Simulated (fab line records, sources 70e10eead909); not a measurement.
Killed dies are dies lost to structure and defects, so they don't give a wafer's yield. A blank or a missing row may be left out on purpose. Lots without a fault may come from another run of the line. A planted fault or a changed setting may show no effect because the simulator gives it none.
A struck lot beside a sound one | flow nand_harc | 14 steps out of a route of 1159
Sound: wafers L973.1, L973.2, L973.5. Struck: wafers L986.2, L986.4. (L986.1 of the same lot was not struck and is left out.) The cause comes at the end.
At each step with rows: each side's tool, then ch and its chambers, then its first start. Under that, the readings that differ: sound wafers | struck wafers | difference of the means | sigmas: that difference in standard deviations of wafers without a fault.
alike: readings whose means differ by less than 2 such deviations, and words and numbers that are the same on both sides. not compared: withheld readings, readings that some wafer has no value for, bounds like >300 that may hide the same value, and numbers for which the record gives no deviation and whose values overlap.
The two part at a step that has a row with sigmas, a row that says differs or no value, or rows on one side only. Numbers that don't overlap but have no deviation are shown without sigmas and don't part them. A reading that every wafer of one side lacks parts them only if that side has two wafers or more.

first, 9 steps without rows for these wafers: NHARC_THIN_TSV_PVD_24 (deposits Al, target thk 800 nm); NHARC_THIN_TSV_DEHYDRATE_25 (time 120 s); NHARC_THIN_TSV_HMDS_26 (time 30 s); NHARC_THIN_TSV_COAT_27; NHARC_THIN_TSV_SOFTBAKE_28 (time 95 s); NHARC_THIN_TSV_EBR_29; NHARC_THIN_TSV_EXPOSE_30 (exposes mask PAD); NHARC_THIN_TSV_PEB_31 (peb time 85 s); NHARC_THIN_TSV_DEVELOP_32 (time 70 s).
NHARC_THIN_TSV_CD_MEAS_33: target cd 5000 nm.
  sound on cd_sem-01 ch 0, day 19 15:00; struck on cd_sem-03 ch 0, day 22 03:32
  alike: cd_nm
then, 1 step without rows for these wafers: NHARC_THIN_TSV_HARDBAKE_34 (time 80 s).
NHARC_THIN_TSV_DESCUM_35: chemistry O2, time 3 s.
  sound on rie_diel-04 ch 0,2,3, day 19 15:10; struck on rie_diel-04 ch 2,3, day 22 03:42
  alike: drypump_motor_current_A, oes_product_au, rf_vpp_V, showerhead_plenum_p_Torr, throttle_valve_pct
  not compared: rf_hours_counter_h
NHARC_THIN_TSV_ETCH_59: etches the open film in Cl2/BCl3, target depth 880 nm, time 138.1 s.
  sound on rie_metal-02 ch 0,1, day 19 15:17; struck on rie_metal-03 ch 0, day 22 03:50
  reading          | sound             | struck      | difference | sigmas
  run_length_s (s) | 159.0 158.8 159.2 | 140.1 140.3 | -18.8      | -44
  alike: drypump_motor_current_A, oes_product_au, throttle_valve_pct
  not compared: rf_hours_counter_h
NHARC_THIN_TSV_ETCH_36: etches the open film in Cl2/BCl3, target depth 65 nm, time 18.571 s.
  sound on rie_metal-02 ch 0,1, day 19 15:34; struck on rie_metal-03 ch 0, day 22 04:05
  alike: drypump_motor_current_A, oes_product_au, run_length_s
  not compared: rf_hours_counter_h

WHERE THEY PART
Only at NHARC_THIN_TSV_ETCH_59, within this record. Later steps at which nothing parts them and some readings are alike: NHARC_THIN_TSV_ETCH_36.

WHY: what the simulator had put in
Process parameter drift: rie_metal-03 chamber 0, from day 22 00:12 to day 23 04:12, at NHARC_THIN_TSV_ETCH_59. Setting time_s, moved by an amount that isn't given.
